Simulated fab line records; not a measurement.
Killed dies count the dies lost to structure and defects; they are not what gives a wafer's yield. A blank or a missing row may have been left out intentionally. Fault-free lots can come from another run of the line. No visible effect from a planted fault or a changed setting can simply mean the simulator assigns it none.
A lot that was struck, set against a sound lot -- flow nand-harc -- 15 steps out of a route of 1302
Sound: the wafers L547.1, L547.2, L547.3. Struck: wafers L564.3, L564.6. (L564.5 of the same lot was not struck and is left out.) The cause comes at the end.
Each step with rows lists, per side, the tool, then ch with its chambers, then its first start. Under that, the readings that differ: sound wafers -- struck wafers -- difference of the means -- sigmas: that difference in standard deviations of wafers without a fault.
alike: same words and numbers on both sides, and readings whose means sit less than 2 such deviations apart. not compared: any withheld reading, any reading some wafer has no value for, any bound like >300 that may hide the same value, and any number with overlapping values for which the record gives no deviation.
A row with sigmas, a row that says differs or no value, or rows on one side alone: a step with any of these is where the two part. Non-overlapping numbers with no deviation appear without sigmas and do not part them. A reading that every wafer of one side lacks parts them only if that side has two wafers or more.

first, 1 step without rows for these wafers: NHARC_A_ONON_D1_DEP_00 (target thk 1000 nm).
NHARC_A_ONON_D1_THK_MEAS_02: measures by ellipsometry.
  sound on film-metro-01 at day 7 16:50; struck on film-metro-02 at day 14 15:56
  alike: thk-nm
then, no rows for these wafers at 1 step: NHARC_A_ONON_D1_DEP_03 (target thk 1000 nm).
NHARC_A_ONON_D1_THK_MEAS_05: measures by ellipsometry.
  sound on film-metro-01 at day 7 17:25; struck on film-metro-01 at day 14 16:30
  alike: thk-nm
then, no rows for these wafers at 1 step: NHARC_A_ONON_D1_DEP_06 (target thk 1000 nm).
NHARC_A_ONON_D1_THK_MEAS_08: measures by ellipsometry.
  sound on film-metro-01 at day 7 17:58; struck on film-metro-01 at day 14 17:04
  alike: thk-nm
then, no rows for these wafers at 1 step: NHARC_A_ONON_D1_DEP_09 (target thk 1000 nm).
NHARC_A_ONON_D1_THK_MEAS_11: measures by ellipsometry.
  sound on film-metro-01 at day 7 18:32; struck on film-metro-01 at day 14 17:39
  alike: thk-nm
then, no rows for these wafers at 1 step: NHARC_A_ONON_D1_DEP_12 (target thk 1000 nm).
NHARC_A_ONON_D1_THK_MEAS_14: measures by ellipsometry.
  sound on film-metro-01 at day 7 19:06; struck on film-metro-01 at day 14 18:13
  alike: thk-nm
then, 1 step without rows for these wafers: NHARC_A_ONON_D1_ANNEAL_15 (time 3600 s).
NHARC_A_ONON_D1_DEP_16: target thk 1000 nm.
  sound on pecvd-onon-04 ch 0, day 8 02:43; struck on pecvd-onon-04 ch 0, day 15 01:36
NHARC_A_ONON_D1_THK_MEAS_18: measures by ellipsometry.
  sound on film-metro-01 at day 8 03:13; struck on film-metro-01 at day 15 01:59
reading,sound,struck,difference,sigmas
thk-nm (nm),1009 1008 1008,1531 1532,+523,+44
then, no rows for these wafers at 1 step: NHARC_A_ONON_D1_DEP_19 (target thk 1000 nm).
-- record jumps: 16 days between struck wafers' starts before vs after; left off in module A_ONON_D1, resumes in module END, first step shown is number 1302 of the route --
NHARC_END_SORT_01:
  the record has rows for the struck wafers here (prober-01 ch 0, day 30 19:58) and none for the sound ones

## WHERE THEY PART
Earliest at NHARC_A_ONON_D1_THK_MEAS_18; latest, in this record, at NHARC_END_SORT_01.

WHY: whatever the simulator had introduced
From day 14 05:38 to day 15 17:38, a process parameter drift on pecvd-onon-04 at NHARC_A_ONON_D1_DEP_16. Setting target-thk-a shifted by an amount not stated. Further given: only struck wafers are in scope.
